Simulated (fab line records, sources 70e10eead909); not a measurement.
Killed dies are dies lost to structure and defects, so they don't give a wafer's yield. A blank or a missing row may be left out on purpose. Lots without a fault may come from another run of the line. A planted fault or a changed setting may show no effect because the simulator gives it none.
A struck lot beside a sound one | flow nand_harc | 18 steps out of a route of 1302
Sound: wafers L684.1, L684.2, L684.3. Struck: wafers L692.1, L692.4, L692.6. The cause comes at the end.
At each step with rows: each side's tool, then ch and its chambers, then its first start. Under that, the readings that differ: sound wafers | struck wafers | difference of the means | sigmas: that difference in standard deviations of wafers without a fault.
alike: readings whose means differ by less than 2 such deviations, and words and numbers that are the same on both sides. not compared: withheld readings, readings that some wafer has no value for, bounds like >300 that may hide the same value, and numbers for which the record gives no deviation and whose values overlap.
The two part at a step that has a row with sigmas, a row that says differs or no value, or rows on one side only. Numbers that don't overlap but have no deviation are shown without sigmas and don't part them. A reading that every wafer of one side lacks parts them only if that side has two wafers or more.

NHARC_A_M1_PRE_CLEAN_32: time 12 s.
  sound on pecvd-01 ch 0,1,2, day 24 18:22; struck on pecvd-01 ch 0,1,2, day 28 05:29
  alike: heater_power_w
NHARC_A_M1_DEP_33: deposits SiCN, target thk 30 nm.
  sound on pecvd-01 ch 0,1,2, day 24 18:27; struck on pecvd-01 ch 0,1,2, day 28 05:37
  alike: heater_power_w
NHARC_A_BONDPAD_DEP_00: deposits SiCN, target thk 250 nm.
  sound on pecvd-01 ch 0,1,2; struck on pecvd-04 ch 0,1,2, day 28 06:08
  alike: heater_power_w
NHARC_A_BONDPAD_CMP_29: polishes SiCN, target thk 200 nm.
  sound on cmp-04 ch 0,2,3, day 24 19:25; struck on cmp-04 ch 0,2, day 28 06:31
  alike: motor_current_A
NHARC_A_BONDPAD_THK_MEAS_30: measures by ellipsometry.
  sound on film_metro-02, day 24 19:40; struck on film_metro-01, day 28 06:45
  alike: thk_nm
then, 7 steps without rows for these wafers: NHARC_A_BONDPAD_SRD_31; NHARC_A_BONDPAD_DEHYDRATE_01 (time 120 s); NHARC_A_BONDPAD_HMDS_02 (time 30 s); NHARC_A_BONDPAD_COAT_33 (time 65 s); NHARC_A_BONDPAD_COAT_03 (resist thk 600 nm); NHARC_A_BONDPAD_SOFTBAKE_04 (time 70 s); NHARC_A_BONDPAD_EBR_05.
NHARC_A_BONDPAD_EXPOSE_06: exposes mask A BPAD.
  sound on krf_scanner-01 ch 0, day 24 19:57; struck on krf_scanner-03 ch 0, day 28 07:02
  reading              | sound             | struck            | difference | sigmas
  exposure_dose_mJ_cm2 | 36.96 36.92 36.97 | 25.83 25.81 25.83 | -11.13     | -99 or more
  alike: mask
then, 2 steps without rows for these wafers: NHARC_A_BONDPAD_PEB_07 (peb time 80 s); NHARC_A_BONDPAD_DEVELOP_08 (time 50 s).
NHARC_A_BONDPAD_CD_MEAS_09: target cd 500 nm.
  sound on cd_sem-01 ch 0, day 24 20:06; struck on cd_sem-02 ch 0, day 28 07:11
  reading    | sound             | struck            | difference | sigmas
  cd_nm (nm) | 499.4 500.1 502.9 | 492.1 492.3 491.3 | -8.9       | -6
NHARC_A_BONDPAD_OVL_MEAS_35:
  sound on overlay-01, day 24 20:11; struck on overlay-01, day 28 07:17
  alike: overlay_x_nm, overlay_y_nm
NHARC_END_SORT_01:
  sound on prober-01 ch 0, day 26 05:23; struck on prober-01 ch 0, day 29 16:15
  reading                  | sound    | struck | difference | sigmas
  defect_limited_yield (%) | 97 96 96 | 90     | -6         | -2
  killed_at_array          | 17 24 23 | 70     | +49        | +2
  killed_at_periphery      | 5 6 4    | 0      | -5         | -2
  killed_dies              | 23 30 27 | 70     | +43        | +2
  alike: killed_at_other, killed_open, killed_short

WHERE THEY PART
First at NHARC_A_BONDPAD_EXPOSE_06; last, within this record, at NHARC_END_SORT_01.

WHY: what the simulator had put in
Process parameter drift: krf_scanner-03, from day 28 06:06 on, at NHARC_A_BONDPAD_EXPOSE_06. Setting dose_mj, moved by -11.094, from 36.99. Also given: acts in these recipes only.
